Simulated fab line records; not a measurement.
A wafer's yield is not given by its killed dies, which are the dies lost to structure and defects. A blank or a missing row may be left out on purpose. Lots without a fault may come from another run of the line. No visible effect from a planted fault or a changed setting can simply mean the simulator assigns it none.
Matching of chambers || flow nandHarc || 4 sister chambers for NHARC_A_WL_FILL_ALD_02 on aldMetal-02
The step deposits TiN, target thk 2 nm, pulse time 3 s, ald cycles 100. 4 wafers are shown with their chamber, then 12 later ones without.

## WAFERS PAIRED WITH THEIR CHAMBERS
{"wafer": "L089.1", "chamber": 1, "heaterPowerW (W)": 1253}
{"wafer": "L089.2", "chamber": 3, "heaterPowerW (W)": 1091}
{"wafer": "L089.3", "chamber": 0, "heaterPowerW (W)": 1067}
{"wafer": "L089.5", "chamber": 2, "heaterPowerW (W)": 1107}

## WAFERS WHOSE CHAMBER IS MISSING
{"wafer": "L090.1", "heaterPowerW (W)": 1261}
{"wafer": "L090.4", "heaterPowerW (W)": 1107}
{"wafer": "L090.5", "heaterPowerW (W)": 1092}
{"wafer": "L095.1", "heaterPowerW (W)": 1114}
{"wafer": "L095.2", "heaterPowerW (W)": 1106}
{"wafer": "L095.4", "heaterPowerW (W)": 1086}
{"wafer": "L095.3", "heaterPowerW (W)": 1256}
{"wafer": "L095.5", "heaterPowerW (W)": 1123}
{"wafer": "L095.6", "heaterPowerW (W)": 1250}
{"wafer": "L097.1", "heaterPowerW (W)": 1112}
{"wafer": "L097.2", "heaterPowerW (W)": 1298}
{"wafer": "L097.3", "heaterPowerW (W)": 1130}

## WHICH CHAMBER EACH WENT THROUGH
{"wafer": "L090.1", "from the rows above": 1, "in truth": 1}
{"wafer": "L090.4", "from the rows above": "can't be placed: 2 or 3", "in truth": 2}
{"wafer": "L090.5", "from the rows above": "can't be placed: 3 or 2 or 0", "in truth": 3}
{"wafer": "L095.1", "from the rows above": "can't be placed: 2 or 3", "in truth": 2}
{"wafer": "L095.2", "from the rows above": "can't be placed: 2 or 3", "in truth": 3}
{"wafer": "L095.4", "from the rows above": "can't be placed: 3 or 0 or 2", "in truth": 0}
{"wafer": "L095.3", "from the rows above": 1, "in truth": 1}
{"wafer": "L095.5", "from the rows above": "can't be placed: 2 or 3", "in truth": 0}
{"wafer": "L095.6", "from the rows above": 1, "in truth": 1}
{"wafer": "L097.1", "from the rows above": "can't be placed: 2 or 3", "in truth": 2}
{"wafer": "L097.2", "from the rows above": 1, "in truth": 1}
{"wafer": "L097.3", "from the rows above": "can't be placed: 2 or 3", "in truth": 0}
Correct placement for 4 of the 12. Unplaceable from these rows: 8, with the true chamber sitting among the candidates in 6. 0 placed wrongly.
How it was worked out, from the rows above alone: a wafer's distance from a chamber is the root of the sum, over the readings, of the square of ((its reading less the chamber's mean) divided by the reading's scatter). The wafer belongs to the nearest chamber; if the next one is less than 2 further off, it can't be placed. For every chamber, the mean is computed from those of its wafers that are shown. The scatter: with one shown wafer a chamber, the root of the mean of the squares of how far each hidden wafer lies from its nearest shown one.
